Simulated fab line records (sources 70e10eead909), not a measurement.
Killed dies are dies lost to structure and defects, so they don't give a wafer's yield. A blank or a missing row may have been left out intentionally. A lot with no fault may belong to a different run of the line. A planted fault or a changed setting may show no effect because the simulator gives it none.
A struck lot beside a sound one | flow nandHarc | 14 out of 1302 route steps
Sound: these wafers, L377.2, L377.4, L377.5. Wafers L381.1, L381.4, L381.6 were the ones struck. The cause is given at the end.
For every step that has rows: the tool of each side, followed by ch and its chambers, followed by its first start. Under that, the readings that differ: sound wafers | struck wafers | difference of the means | sigmas: that difference in standard deviations of wafers without a fault.
alike: words and numbers the same on both sides, and readings whose means are apart by under 2 such deviations; not compared: readings that were withheld, readings missing a value for some wafer, numbers with overlapping values and no deviation given by the record, and bounds like >300 which may hide the same value.
The two part at a step that has a row with sigmas, a row that says differs or no value, or rows on one side only. When numbers do not overlap yet have no deviation, they are printed without sigmas and do not part them. A reading that every wafer of one side lacks parts them only if that side has two wafers or more.

first, 1 step without rows for these wafers: NHARC_A_WL_FILL_ANNEAL_08 (time 1800 s).
NHARC_A_WL_FILL_ALD_10: deposits SiO2, target thk 50 nm, pulse time 10 s, ald cycles 500.
  sound on aldHk-01 ch 1,3, day 22 06:13; struck on aldHk-01 ch 0,2,3, day 24 03:33
  alike: heaterPowerOuterW, heaterPowerW, precursorPulseHeightRel
then, 1 step without rows for these wafers: NHARC_A_WL_FILL_ETCHBACK_16 (etches the open film in C4F8/O2/Ar, target depth 120 nm, time 24 s).
NHARC_A_WL_FILL_STRIP_29: strips in O2, time 20 s.
  sound on rieDiel-07 ch 0,1,2, day 22 10:59; struck on rieDiel-07 ch 1,2, day 24 08:19
  alike: drypumpMotorCurrentA, oesProductAu, rfVppV, showerheadPlenumPTorr, throttleValvePct
  not compared: rfHoursCounterH
NHARC_A_WL_FILL_ETCHBACK_17: etches the open film in Cl2/BCl3, target depth 4 nm, time 26.7 s.
  sound on rieMetal-03 ch 1, day 22 11:05; struck on rieMetal-03 ch 0,1, day 24 08:23
  alike: drypumpMotorCurrentA, oesProductAu
  not compared: rfHoursCounterH
then, 3 steps without rows for these wafers: NHARC_A_WL_FILL_PRECLEAN_18 (cleans in dHF, time 30 s); NHARC_A_WL_FILL_SRD_21; NHARC_A_WL_FILL_CVD_23 (deposits poly-Si, target thk 40 nm, time 800 s).
NHARC_A_WL_FILL_ETCHBACK_26: etches the open film in HBr, target depth 52 nm, time 13.3 s.
  sound on rieSi-02 ch 0,2,3, day 22 14:08; struck on rieSi-04 ch 1,2,3, day 24 13:39
  alike: biasW, drypumpMotorCurrentA, hbrFlowSccm, oesProductAu, rfFwdPowerW, throttleValvePct
  not compared: rfHoursCounterH
then, 2 steps without rows for these wafers: NHARC_A_WL_FILL_PRECLEAN_30 (cleans in dHF, time 10 s); NHARC_A_WL_FILL_SRD_14.
NHARC_A_WL_FILL_ALD_19: deposits TiN, target thk 2 nm, pulse time 3 s, ald cycles 100.
  sound on aldMetal-02 ch 0,1, day 22 14:23; struck on aldMetal-02 ch 1,2, day 24 13:55
  no value came back on the struck wafers for aldCycles, heaterPowerOuterW (W), heaterPowerW (W), precursorPulseHeightRel; on the sound wafers aldCycles reads 100 100 100
NHARC_A_WL_FILL_CVD_20: deposits W, target thk 100 nm, time 74 s.
  sound on cvdW-02 ch 0; struck on cvdW-01 ch 0,1
  alike: heaterPowerW, throttleValvePct
-- record jumps: 3 days between struck wafers' starts before vs after; left off in module A_WL_FILL, resumes in module END, first step shown is number 1302 of the route --
NHARC_END_SORT_01:
  sound on prober-01 ch 0, day 25 18:27; struck on prober-01 ch 0, day 27 22:58
reading       | sound    | struck                                                            | difference                   | sigmas
hold          | - - -    | awaitDispo/3.4h/scrap awaitDispo/3.4h/scrap awaitDispo/3.4h/scrap | no value on the sound wafers | 
killedAtArray | 32 34 34 | 674 673 671                                                       | +639                         | +29
killedDies    | 42 45 42 | 677 677 677                                                       | +634                         | +29
  alike: killedAtOther, killedAtPeriphery, killedOpen, killedShort

## WHERE THEY PART
Last at NHARC_END_SORT_01 as far as this record goes, first at NHARC_A_WL_FILL_ALD_19.

WHY: whatever the simulator had introduced
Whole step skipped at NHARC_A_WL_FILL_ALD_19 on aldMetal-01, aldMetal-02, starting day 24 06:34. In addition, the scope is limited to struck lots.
